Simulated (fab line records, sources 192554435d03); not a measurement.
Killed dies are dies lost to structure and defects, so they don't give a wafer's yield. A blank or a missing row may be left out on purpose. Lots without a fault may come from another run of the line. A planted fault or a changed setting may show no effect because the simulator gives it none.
Chamber matching | flow n5_finfet | N5_STI_FIN_REVEAL_ALD_00 on ald_sin-02: 4 sister chambers
The step deposits SiO2, target thk 1 nm, pulse time 1 s. 16 wafers are shown with their chamber, then 8 later ones without.

WAFERS WITH THEIR CHAMBER
wafer  | chamber | heater_power_w (W) | precursor_pulse_height_rel
L076.2 | 1       | 479                | 1.003
L076.3 | 2       | 489                | 1.014
L076.6 | 2       | 459                | 1.003
L079.1 | 0       | 412                | 1.023
L079.5 | 3       | 409                | 1.032
L079.6 | 2       | 476                | 1.038
L080.1 | 2       | 473                | 1.015
L080.4 | 0       | 402                | 0.968
L080.6 | 1       | 494                | 1.001
L085.2 | 0       | 411                | 1.004
L085.3 | 1       | 492                | 1.015
L085.4 | 3       | 413                | 1.021
L086.2 | 2       | 478                | 1.015
L086.3 | 1       | 478                | 0.998
L086.5 | 3       | 420                | 1.015
L087.2 | 0       | 406                | 1.011

SIGNATURES (means of the wafers above)
reading                    | chamber 0 | chamber 1 | chamber 2 | chamber 3 | scatter within a chamber
heater_power_w             | 407.75    | 485.75    | 475.00    | 414.00    | 8.19
precursor_pulse_height_rel | 1.00150   | 1.00425   | 1.01700   | 1.02267   | 0.0149
Rule: a wafer's distance from a chamber is the root of the sum, over the readings, of the square of ((its reading less the chamber's mean) divided by the reading's scatter). The wafer belongs to the nearest chamber; if the next one is less than 2 further off, it can't be placed. The scatter: the root of (the sum of the squares of (reading less its chamber's mean) over the shown wafers, divided by (wafers less chambers)).

WAFERS WITHOUT THEIR CHAMBER
wafer  | heater_power_w (W) | precursor_pulse_height_rel
L087.3 | 409                | 1.005
L087.6 | 486                | 1.008
L090.2 | 400                | 1.018
L090.5 | 402                | 0.995
L090.6 | 468                | 1.008
L096.2 | 402                | 0.980
L096.4 | 485                | 1.022
L096.5 | 474                | 1.033

WHICH CHAMBER EACH WENT THROUGH
wafer  | from the rows above     | in truth
L087.3 | can't be placed: 0 or 3 | 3
L087.6 | can't be placed: 1 or 2 | 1
L090.2 | can't be placed: 0 or 3 | 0
L090.5 | can't be placed: 0 or 3 | 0
L090.6 | can't be placed: 2 or 1 | 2
L096.2 | can't be placed: 0 or 3 | 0
L096.4 | can't be placed: 1 or 2 | 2
L096.5 | can't be placed: 2 or 1 | 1
Placed correctly: 0 of 8. Can't be placed from these rows: 8 (the true chamber is among the candidates in 8). Placed wrongly: 0.
